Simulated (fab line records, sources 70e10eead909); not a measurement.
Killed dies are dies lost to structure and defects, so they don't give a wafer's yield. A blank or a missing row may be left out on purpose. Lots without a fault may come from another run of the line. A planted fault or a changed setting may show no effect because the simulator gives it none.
Tool commonality check | flow nand_harc | 12 lots, 48 wafers sampled

WHY IT WAS OPENED
At NHARC_P_GATE_CD_MEAS_59 the reading cd_nm is flagged on 4 of 12 lots. Wafers without a fault read 718.7 nm, standard deviation 1.6.
Rule: a lot is flagged when every wafer of it that has a number lies more than 4 standard deviations from that mean, or none has a number. The other lots count as sound.

lot  | measured     | on        | cd_nm (nm), wafer by wafer          | flag
L721 | day 6 05:42  | cd_sem-01 | 718.1 721.6 717.7                   |
L723 | day 7 04:10  | cd_sem-02 | 717.0 722.2 719.1                   |
L725 | day 8 03:00  | cd_sem-01 | 719.0 717.8 717.9                   |
L727 | day 9 03:26  | cd_sem-01 | 718.2 718.1 719.3                   |
L733 | day 11 22:01 | cd_sem-02 | 718.8 720.1 718.0                   |
L734 | day 12 00:50 | cd_sem-03 | 719.7 720.3 718.4                   |
L735 | day 12 08:10 | cd_sem-02 | 720.3 718.5 720.8                   |
L736 | day 12 16:43 | cd_sem-01 | 703.3 704.2 704.5 703.6 704.0 704.7 | FLAGGED
L738 | day 13 18:43 | cd_sem-03 | 703.9 705.2 701.8 703.3 705.2 701.7 | FLAGGED
L740 | day 14 16:27 | cd_sem-02 | 702.4 702.2 701.2 703.0 702.2 701.1 | FLAGGED
L741 | day 15 05:41 | cd_sem-02 | 703.5 702.0 702.7 703.4 702.3 702.9 | FLAGGED
L742 | day 15 06:42 | cd_sem-02 | 721.1 719.6 717.6                   |
The numbers of the flagged lots are 703.1 nm on average: -15.6 nm against the usual, or -10 standard deviations.

WHICH TOOL RAN EACH LOT
The record holds 2 process steps before the reading, out of a route of 1302 steps. In each cell: the tool, then ch and the chambers that the sampled wafers went through, then the start.
lot  | flag    | NHARC_P_GATE_STRIP_75                | NHARC_P_GATE_EXPOSE_56
L721 |         | plasma_asher-01 ch 0,1, day 6 04:47  | krf_scanner-03 ch 0, day 6 05:33
L723 |         | plasma_asher-02 ch 0,1, day 7 03:15  | krf_scanner-02 ch 0, day 7 04:01
L725 |         | plasma_asher-02 ch 0,1, day 8 02:05  | krf_scanner-04 ch 0, day 8 02:51
L727 |         | plasma_asher-01 ch 0,1, day 9 02:40  | krf_scanner-03 ch 0, day 9 03:17
L733 |         | plasma_asher-01 ch 0,1, day 11 21:05 | krf_scanner-03 ch 0, day 11 21:51
L734 |         | plasma_asher-02 ch 0,1, day 11 23:56 | krf_scanner-04 ch 0, day 12 00:41
L735 |         | plasma_asher-01 ch 0,1, day 12 07:15 | krf_scanner-03 ch 0, day 12 08:01
L736 | FLAGGED | plasma_asher-01 ch 0,1, day 12 15:55 | krf_scanner-03 ch 0, day 12 16:33
L738 | FLAGGED | plasma_asher-01 ch 0,1, day 13 17:49 | krf_scanner-03 ch 0, day 13 18:34
L740 | FLAGGED | plasma_asher-02 ch 0,1, day 14 15:33 | krf_scanner-03 ch 0, day 14 16:18
L741 | FLAGGED | plasma_asher-01 ch 0,1, day 15 04:53 | krf_scanner-03 ch 0, day 15 05:32
L742 |         | plasma_asher-02 ch 0,1, day 15 05:48 | krf_scanner-04 ch 0, day 15 06:33
What these steps do:
- NHARC_P_GATE_STRIP_75: strips in O2.
- NHARC_P_GATE_EXPOSE_56: exposes mask P PSD, target cd 720 nm.
- NHARC_P_GATE_CD_MEAS_59: target cd 720 nm.

FLAGGED OVER TOTAL, TOOL BY TOOL (the gauges that took the reading come last)
step                    | tool            | lots run | flagged | share of the flagged lots | sound lots run after its first flagged lot
NHARC_P_GATE_STRIP_75   | plasma_asher-01 | 7        | 3       | some                      | 0
NHARC_P_GATE_STRIP_75   | plasma_asher-02 | 5        | 1       | some                      | 1 (L742)
NHARC_P_GATE_EXPOSE_56  | krf_scanner-02  | 1        | 0       | none                      | -
NHARC_P_GATE_EXPOSE_56  | krf_scanner-03  | 8        | 4       | all                       | 0
NHARC_P_GATE_EXPOSE_56  | krf_scanner-04  | 3        | 0       | none                      | -
NHARC_P_GATE_CD_MEAS_59 | cd_sem-01       | 4        | 1       | some                      | 0
NHARC_P_GATE_CD_MEAS_59 | cd_sem-02       | 6        | 2       | some                      | 1 (L742)
NHARC_P_GATE_CD_MEAS_59 | cd_sem-03       | 2        | 1       | some                      | 0

WHAT THE TABLE ALLOWS
1 row of the table ran every flagged lot: krf_scanner-03 at NHARC_P_GATE_EXPOSE_56.
- krf_scanner-03 at NHARC_P_GATE_EXPOSE_56: 4 of its 8 lots flagged. Its last sound lot is L735 (day 12 08:01), its first flagged lot L736 (day 12 16:33): a fault that began between those two fits. Its own readings lie more than 4 standard deviations out on every wafer of the flagged lots: exposure_dose_mJ_cm2.
One tool is left: krf_scanner-03 at NHARC_P_GATE_EXPOSE_56.

WHAT THE SIMULATOR HAD PUT IN
Process parameter drift: krf_scanner-03, from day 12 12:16 on, at NHARC_P_GATE_EXPOSE_56. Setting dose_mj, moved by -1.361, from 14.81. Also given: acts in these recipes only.
Lots struck among those shown: L736, L738, L740, L741. The rule above found the same.
